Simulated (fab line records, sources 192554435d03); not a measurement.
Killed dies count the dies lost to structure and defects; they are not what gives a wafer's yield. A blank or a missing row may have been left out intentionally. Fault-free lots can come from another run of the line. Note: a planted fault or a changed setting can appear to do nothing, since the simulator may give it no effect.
Chamber matching	flow n5-finfet	N5_BEOL_M3_ETCH_77 on rie-diel-03: 4 sister chambers
The step etches underlayer in N2/H2, target depth 6.5 nm, time 5.2 s. 14 wafers are shown with their chamber, then 7 later ones without.

== EACH WAFER AND ITS CHAMBER ==
wafer	chamber	showerhead-plenum-p-Torr (Torr)	drypump-motor-current-A (A)	throttle-valve-pct (%)
L075.2	0	2.62	5.7	18.25
L075.4	3	2.54	5.1	18.09
L075.6	0	2.62	5.6	18.25
L074.3	3	2.54	5.1	18.11
L074.5	2	2.60	5.3	17.97
L074.6	3	2.54	5.1	18.11
L080.1	2	2.59	5.3	17.98
L080.3	1	2.44	5.7	18.21
L080.6	3	2.53	5.0	18.13
L086.2	0	2.61	5.7	18.28
L086.3	1	2.44	5.7	18.22
L086.5	2	2.59	5.3	18.00
L085.1	3	2.53	5.1	18.16
L085.2	0	2.61	5.7	18.29

SIGNATURES (averages over the wafers above)
reading	chamber 0	chamber 1	chamber 2	chamber 3	scatter within a chamber
showerhead-plenum-p-Torr	2.6150	2.4400	2.5933	2.5360	0.00535
drypump-motor-current-A	5.675	5.700	5.300	5.080	0.0394
throttle-valve-pct	18.2675	18.2150	17.9833	18.1200	0.0214
Rule: a wafer lies at a distance from a chamber equal to the root of the sum of squares, over the readings, of (its reading less the chamber's mean, divided by the reading's scatter). The wafer belongs to the nearest chamber; if the next one is less than 2 further off, it can't be placed. The scatter is the square root of a quotient: the sum, over the shown wafers, of each reading's squared deviation from its chamber's mean, divided by wafers minus chambers.

== WAFERS WHOSE CHAMBER IS MISSING ==
wafer	showerhead-plenum-p-Torr (Torr)	drypump-motor-current-A (A)	throttle-valve-pct (%)
L085.5	2.44	5.7	18.24
L087.1	2.44	5.7	18.24
L087.4	2.53	5.1	18.15
L087.5	2.59	5.3	17.99
L092.1	2.61	5.6	18.32
L092.3	2.43	5.7	18.26
L092.4	2.58	5.3	17.52

== EACH ONE'S CHAMBER ==
wafer	from the rows above	in truth
L085.5	1	1
L087.1	1	1
L087.4	3	3
L087.5	2	2
L092.1	0	0
L092.3	1	1
L092.4	2	2
Correctly placed: 7 of 7. Can't be placed from these rows: 0. Number placed wrongly: 0.
